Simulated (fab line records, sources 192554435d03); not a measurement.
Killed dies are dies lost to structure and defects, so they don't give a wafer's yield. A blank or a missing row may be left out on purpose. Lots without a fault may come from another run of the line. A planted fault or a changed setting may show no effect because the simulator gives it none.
Chamber matching | flow n5_finfet | N5_BEOL_M14_ETCH_68 on rie_diel-04: 4 sister chambers
The step etches SOC in N2/H2, time 450 s. 14 wafers are shown with their chamber, then 7 later ones without.

WAFERS WITH THEIR CHAMBER
wafer  | chamber | showerhead_plenum_p_Torr (Torr) | drypump_motor_current_A (A) | throttle_valve_pct (%)
L083.1 | 0       | 2.50                            | 5.52                        | 17.44
L083.4 | 0       | 2.50                            | 5.53                        | 17.44
L083.5 | 3       | 2.52                            | 5.24                        | 17.98
L085.1 | 3       | 2.52                            | 5.23                        | 17.99
L085.2 | 2       | 2.48                            | 5.40                        | 17.22
L085.6 | 0       | 2.50                            | 5.54                        | 17.45
L088.1 | 2       | 2.47                            | 5.40                        | 17.25
L088.3 | 3       | 2.52                            | 5.21                        | 18.01
L088.5 | 1       | 2.72                            | 5.92                        | 17.41
L089.2 | 2       | 2.47                            | 5.40                        | 17.24
L089.4 | 0       | 2.50                            | 5.54                        | 17.49
L089.5 | 2       | 2.47                            | 5.41                        | 17.23
L091.2 | 1       | 2.72                            | 5.91                        | 17.41
L091.4 | 0       | 2.50                            | 5.52                        | 17.46

SIGNATURES (means of the wafers above)
reading                  | chamber 0 | chamber 1 | chamber 2 | chamber 3 | scatter within a chamber
showerhead_plenum_p_Torr | 2.5000    | 2.7200    | 2.4725    | 2.5200    | 0.00274
drypump_motor_current_A  | 5.5300    | 5.9150    | 5.4025    | 5.2267    | 0.00996
throttle_valve_pct       | 17.4560   | 17.4100   | 17.2350   | 17.9933   | 0.0164
Rule: a wafer's distance from a chamber is the root of the sum, over the readings, of the square of ((its reading less the chamber's mean) divided by the reading's scatter). The wafer belongs to the nearest chamber; if the next one is less than 2 further off, it can't be placed. The scatter: the root of (the sum of the squares of (reading less its chamber's mean) over the shown wafers, divided by (wafers less chambers)).

WAFERS WITHOUT THEIR CHAMBER
wafer  | showerhead_plenum_p_Torr (Torr) | drypump_motor_current_A (A) | throttle_valve_pct (%)
L091.5 | 2.52                            | 5.20                        | 18.01
L094.2 | 2.47                            | 5.39                        | 17.27
L094.3 | 2.49                            | 5.54                        | 17.49
L094.4 | 2.47                            | 5.40                        | 17.26
L093.1 | 2.71                            | 5.92                        | 17.45
L093.2 | 2.47                            | 5.41                        | 17.27
L093.4 | 2.49                            | 5.52                        | 17.50

WHICH CHAMBER EACH WENT THROUGH
wafer  | from the rows above | in truth
L091.5 | 3                   | 3
L094.2 | 2                   | 2
L094.3 | 0                   | 0
L094.4 | 2                   | 2
L093.1 | 1                   | 1
L093.2 | 2                   | 2
L093.4 | 0                   | 0
Placed correctly: 7 of 7. Can't be placed from these rows: 0. Placed wrongly: 0.
